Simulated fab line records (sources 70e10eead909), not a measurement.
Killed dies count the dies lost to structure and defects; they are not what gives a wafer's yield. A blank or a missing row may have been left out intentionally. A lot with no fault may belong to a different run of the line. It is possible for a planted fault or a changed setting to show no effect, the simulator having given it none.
The tool behind it: which one?    flow nand-harc    Sampling: 11 lots, 33 wafers, 7 of 1302 route steps

WHAT THE GAUGES SHOWED, per wafer
NHARC_P_GATE_INSPECT_28.
lot   measured      on                 raw-defect-count
L320  day 5 06:45   defect-inspect-02  7 10 4
L323  day 6 10:30   defect-inspect-01  4 4 1
L329  day 8 18:13   defect-inspect-02  924 899 920
L330  day 9 03:14   defect-inspect-01  912 863 895
L335  day 11 08:33  defect-inspect-01  7 8 4
L338  day 12 13:13  defect-inspect-02  8 8 4
L339  day 12 23:42  defect-inspect-01  2 3 6
L341  day 13 16:46  defect-inspect-02  14 16 4
L340  day 13 17:06  defect-inspect-01  7 7 7
L342  day 14 01:37  defect-inspect-02  11 9 14
L343  day 14 11:38  defect-inspect-02  4 3 4

NHARC_P_GATE_INSPECT_68.
lot   measured      on                 raw-defect-count
L320  day 6 01:30   defect-inspect-01  159 297 230
L323  day 7 04:47   defect-inspect-01  157 225 162
L329  day 9 12:35   defect-inspect-02  1274 1067 1221
L330  day 9 21:53   defect-inspect-02  1093 1112 1155
L335  day 12 02:55  defect-inspect-02  158 160 240
L338  day 13 07:46  defect-inspect-02  120 141 159
L339  day 13 20:11  defect-inspect-01  130 221 230
L341  day 14 11:13  defect-inspect-02  103 169 191
L340  day 14 11:33  defect-inspect-01  158 166 273
L342  day 14 20:16  defect-inspect-02  293 131 182
L343  day 15 05:47  defect-inspect-01  179 200 179

NHARC_END_SORT_01.
lot   measured      on         killed-at-array  killed-at-other  killed-at-periphery  killed-dies  killed-open  killed-short
L329  day 28 00:34  prober-02  51 47 57         4 1 2            99 108 56            154 156 115  2 1 2        0 2 0
L330  day 28 10:22  prober-02  51 41 36         1 0 0            66 100 97            118 141 133  4 2 2        3 0 1

WHICH TOOL RAN EACH LOT (tool, then ch and the chambers of the sampled wafers, then the start)
lot   NHARC_P_GATE_DESCUM_13              NHARC_P_GATE_ETCH_14                 NHARC_P_GATE_ETCH_32              NHARC_P_GATE_STRIP_101
L320  rie-diel-08 ch 0,2,3, day 4 15:11   wet-bench-06 ch 0,5,6, day 4 15:19   rie-si-06 ch 1,2, day 5 07:20     rie-diel-06 ch 2,3, day 5 17:40
L323  rie-diel-08 ch 0,2,3, day 5 16:15   wet-bench-06 ch 0,1,5, day 5 16:24   rie-si-01 ch 0,2,3, day 6 11:01   rie-diel-13 ch 1,2,3, day 6 21:20
L329  rie-diel-06 ch 1,2,3, day 8 02:31   wet-bench-06 ch 0,1,3, day 8 02:38   rie-si-05 ch 0,3, day 8 18:45     rie-diel-13 ch 0,1, day 9 05:11
L330  rie-diel-13 ch 0,2,3, day 8 10:05   wet-bench-06 ch 0,4,7, day 8 10:13   rie-si-05 ch 1,3, day 9 03:46     rie-diel-06 ch 1,2, day 9 14:16
L335  rie-diel-08 ch 1,2,3, day 10 14:17  wet-bench-05 ch 1,2,4, day 10 14:23  rie-si-01 ch 2,3, day 11 09:05    rie-diel-08 ch 0,3, day 11 19:27
L338  rie-diel-08 ch 2,3, day 11 22:20    wet-bench-04 ch 0,1,2, day 11 22:29  rie-si-01 ch 2,3, day 12 13:46    rie-diel-06 ch 2,3, day 13 00:16
L339  rie-diel-13 ch 0,1,2, day 12 08:49  wet-bench-04 ch 0,2,3, day 12 08:58  rie-si-01 ch 1,2,3, day 13 00:14  rie-diel-06 ch 0,1,2, day 13 12:46
L341  rie-diel-13 ch 0,1,2, day 12 22:02  wet-bench-06 ch 1,2,5, day 12 22:11  rie-si-01 ch 1,2,3, day 13 17:17  rie-diel-13 ch 0,2,3, day 14 03:46
L340  rie-diel-13 ch 0,1,2, day 12 22:13  wet-bench-04 ch 4,6,7, day 12 22:20  rie-si-06 ch 2,3, day 13 17:37    rie-diel-08 ch 1,2, day 14 04:06
L342  rie-diel-13 ch 1,2,3, day 13 11:46  wet-bench-05 ch 4,5,7, day 13 11:54  rie-si-05 ch 0,1,3, day 14 02:10  rie-diel-13 ch 1,3, day 14 12:33
L343  rie-diel-13 ch 1,2, day 13 21:24    wet-bench-05 ch 1,2,6, day 13 21:32  rie-si-01 ch 2,3, day 14 12:10    rie-diel-13 ch 0,1, day 14 22:34
- NHARC_P_GATE_DESCUM_13: chemistry O2, time 3 s.
- NHARC_P_GATE_ETCH_14: etches SiO2 in dHF, target depth 48.8 nm.
- NHARC_P_GATE_ETCH_32: etches the open film in HBr/Cl2, target depth 150 nm, time 100.1 s.
- NHARC_P_GATE_STRIP_101: strips in O2, time 20 s.

AS READ BY THE TOOLS THEMSELVES (means over the sampled wafers that have a number; for cases with no such wafer, the mark the record gives instead)
NHARC_P_GATE_DESCUM_13.
lot   tool         drypump-motor-current-A (A)  oes-product-au (a.u.)  rf-vpp-V (V)  showerhead-plenum-p-Torr (Torr)  throttle-valve-pct (%)
L320  rie-diel-08  5.6                          1.004                  56.9          1.92                             11.307
L323  rie-diel-08  5.7                          0.999                  58.3          1.92                             11.319
L329  rie-diel-06  6.3                          0.987                  57.3          1.86                             11.312
L330  rie-diel-13  6.0                          1.004                  57.4          1.92                             11.305
L335  rie-diel-08  5.5                          1.003                  57.3          1.86                             11.303
L338  rie-diel-08  5.5                          0.999                  57.3          1.85                             11.312
L339  rie-diel-13  6.1                          1.007                  58.0          1.97                             11.308
L341  rie-diel-13  6.1                          1.012                  58.5          1.97                             11.313
L340  rie-diel-13  6.1                          1.014                  58.0          1.97                             11.325
L342  rie-diel-13  5.9                          1.011                  58.2          1.93                             11.308
L343  rie-diel-13  6.0                          1.017                  58.0          1.98                             11.308

NHARC_P_GATE_ETCH_32.
lot   tool       drypump-motor-current-A (A)  oes-product-au (a.u.)  throttle-valve-pct (%)
L320  rie-si-06  6.3                          1.007                  26.400
L323  rie-si-01  5.5                          0.998                  26.405
L329  rie-si-05  5.4                          0.993                  26.407
L330  rie-si-05  5.4                          0.996                  26.416
L335  rie-si-01  5.5                          0.995                  26.398
L338  rie-si-01  5.4                          1.008                  26.406
L339  rie-si-01  5.4                          1.004                  26.400
L341  rie-si-01  5.5                          1.002                  26.402
L340  rie-si-06  6.3                          0.997                  26.406
L342  rie-si-05  5.8                          1.002                  26.403
L343  rie-si-01  5.5                          1.003                  26.410

NHARC_P_GATE_STRIP_101.
lot   tool         drypump-motor-current-A (A)  oes-product-au (a.u.)  rf-vpp-V (V)  showerhead-plenum-p-Torr (Torr)  throttle-valve-pct (%)
L320  rie-diel-06  6.7                          0.993                  57.0          3.51                             17.043
L323  rie-diel-13  5.9                          0.996                  58.3          3.56                             17.033
L329  rie-diel-13  6.3                          1.003                  58.0          3.69                             17.032
L330  rie-diel-06  6.3                          0.995                  57.4          3.40                             17.037
L335  rie-diel-08  5.8                          0.999                  56.8          3.47                             17.040
L338  rie-diel-06  6.7                          0.995                  57.9          3.47                             17.029
L339  rie-diel-06  6.2                          0.986                  57.3          3.37                             17.050
L341  rie-diel-13  6.0                          1.001                  57.7          3.54                             17.036
L340  rie-diel-08  5.5                          0.995                  58.0          3.46                             17.043
L342  rie-diel-13  5.8                          0.999                  57.4          3.59                             17.033
L343  rie-diel-13  6.3                          1.008                  57.4          3.69                             17.044

THE ANSWER, worked out from the rows above alone
Rule: what is usual is taken from the lots themselves. The widest of any qualifying gaps counts: lots, ordered by their means at a reading, are off when they make up no more than a third of the lots, leave a main group of 4 or more, and stand apart from it by 3 or more times the standard deviation of that group's means. The tables above print the reading to a certain number of digits; a main group whose means all agree to those digits is not used. A lot without any number at a reading at which 4 lots or more have one is off too. All remaining lots with rows at the step are treated as sound. After the gauges, taken in route order, come the tools' own readings; for these a lot's mean is taken, as printed above. The first step at which some lot is off is used, and at that step the reading that is off furthest; a lot without a number counts as furthest.
Off: L329, L330, at NHARC_P_GATE_INSPECT_28 (raw-defect-count). Main group: mean 7, sd 2.9.
A tool fits if, at a process step before that reading, it ran every lot that is off, and no sound lot after the first of them. The gauges at NHARC_P_GATE_INSPECT_28 are tried like those tools. Of those tried, none fits.

WHAT HAD BEEN PUT IN BY THE SIMULATOR
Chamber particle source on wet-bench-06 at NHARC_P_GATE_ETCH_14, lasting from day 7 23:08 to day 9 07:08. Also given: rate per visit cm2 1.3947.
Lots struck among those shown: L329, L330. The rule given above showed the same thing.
